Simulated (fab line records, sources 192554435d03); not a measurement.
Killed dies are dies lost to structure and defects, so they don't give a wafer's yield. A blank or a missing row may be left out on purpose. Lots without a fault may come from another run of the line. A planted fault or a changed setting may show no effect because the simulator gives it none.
Which tool did it? | flow n5_finfet | 6 lots, 18 wafers sampled, at 4 steps of a route of 1938

WHAT THE GAUGES READ, wafer by wafer
N5_BEOL_M15_CD_MEAS_10: target cd 360 nm.
lot  | measured     | on        | cd_nm (nm)
L733 | day 11 08:22 | cd_sem-02 | 359.9 360.3 361.4
L734 | day 11 20:23 | cd_sem-01 | 360.2 360.0 360.5
L739 | day 12 18:49 | cd_sem-01 | 362.7 361.3 361.0
L742 | day 13 22:53 | cd_sem-02 | 358.5 359.9 359.5
L746 | day 14 16:02 | cd_sem-03 | 360.0 362.0 361.8
L754 | day 17 01:47 | cd_sem-02 | 361.7 359.7 363.3

WHICH TOOL RAN EACH LOT (tool, then ch and the chambers of the sampled wafers, then the start)
lot  | N5_BEOL_M14_PRE_CLEAN_42     | N5_BEOL_M14_CMP_49            | N5_BEOL_M15_COAT_04
L733 | pvd_sputter-01, day 11 06:23 | cmp-04 ch 0,1, day 11 07:11   | litho_track-01 ch 0, day 11 07:58
L734 | pvd_sputter-01, day 11 18:23 | cmp-01 ch 0,3, day 11 19:11   | litho_track-02 ch 0, day 11 19:58
L739 | pvd_sputter-03, day 12 16:58 | cmp-01 ch 1,2,3, day 12 17:47 | litho_track-01 ch 0, day 12 18:33
L742 | pvd_sputter-02, day 13 20:43 | cmp-01 ch 0,1,3, day 13 21:49 | litho_track-01 ch 0, day 13 22:37
L746 | pvd_sputter-03, day 14 13:50 | cmp-02 ch 2,3, day 14 14:54   | litho_track-01 ch 0, day 14 15:38
L754 | pvd_sputter-03, day 16 23:32 | cmp-01 ch 0,1,2, day 17 00:37 | litho_track-02 ch 0, day 17 01:23
- N5_BEOL_M14_PRE_CLEAN_42: time 30 s.
- N5_BEOL_M14_CMP_49: polishes, stops on SiO2, t overpolish 5.2 s, target thk 560 nm.
- N5_BEOL_M15_COAT_04: resist thk 800 nm.

THE ANSWER, worked out from the rows above alone
Rule: what is usual is taken from the lots themselves. Put in order of their means at a reading, lots are off if they are a third of the lots or fewer, leave a main group of 4 or more, and stand apart from it by a gap of 3 or more times the standard deviation of the main group's means; of several such gaps the widest counts. A main group whose means are all the same, to the digits that the tables above print for the reading, isn't used. A lot without any number at a reading at which 4 lots or more have one is off too. The other lots that the step has rows for count as sound.
No lot is off at any reading shown: from this, nothing can be told.

WHAT THE SIMULATOR HAD PUT IN
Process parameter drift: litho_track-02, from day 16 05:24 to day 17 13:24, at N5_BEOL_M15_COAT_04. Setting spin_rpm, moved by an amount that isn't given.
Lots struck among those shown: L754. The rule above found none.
